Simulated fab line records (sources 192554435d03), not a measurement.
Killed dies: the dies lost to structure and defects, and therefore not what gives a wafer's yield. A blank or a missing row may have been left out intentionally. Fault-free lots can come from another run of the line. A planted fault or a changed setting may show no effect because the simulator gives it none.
Matching of chambers	flow n5 finfet	ald sin-02 running N5_BEOL_M1_ALD_98: 4 sister chambers
The step deposits SiO2, target thk 2.5 nm, pulse time 1 s, co reactant pulse time 1 s. 8 wafers are shown with their chamber, then 11 later ones without.

WAFERS WITH THEIR CHAMBER
wafer	chamber	heater power w (W)	precursor pulse height rel
L078.2	1	76	1.014
L084.6	1	75	1.001
L089.4	3	71	1.009
L089.6	0	76	0.997
L091.2	2	87	0.998
L091.3	3	73	0.997
L091.5	2	86	0.977
L090.3	0	76	0.966

WAFERS WHOSE CHAMBER IS MISSING
wafer	heater power w (W)	precursor pulse height rel
L090.4	87	1.003
L090.6	77	1.023
L095.2	74	0.993
L095.5	74	1.015
L095.6	88	1.032
L097.2	69	0.983
L097.3	75	0.987
L097.6	89	1.012
L096.4	70	1.049
L096.5	76	1.022
L096.6	72	1.000

THE CHAMBER EACH PASSED THROUGH
wafer	from the rows above	in truth
L090.4	2	2
L090.6	can't be placed: 1 or 0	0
L095.2	can't be placed: 1 or 3 or 0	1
L095.5	can't be placed: 1 or 3 or 0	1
L095.6	2	2
L097.2	3	3
L097.3	can't be placed: 0 or 1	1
L097.6	2	2
L096.4	3	3
L096.5	can't be placed: 1 or 0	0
L096.6	3	3
6 of 11 placed correctly. Can't be placed from these rows: 5 (the true chamber is among the candidates in 5). Number placed wrongly: 0.
How it was worked out, from the rows above alone: a wafer's distance from a chamber is the root of the sum, over the readings, of the square of ((its reading less the chamber's mean) divided by the reading's scatter). If the next closest chamber is less than 2 further off than the closest, the wafer can't be placed; otherwise it belongs to the closest. A chamber's mean is the mean of its shown wafers. How the scatter is found: for the shown wafers, subtract from each reading the mean of its chamber, square and add these, divide the total by (wafers less chambers), then take the root.
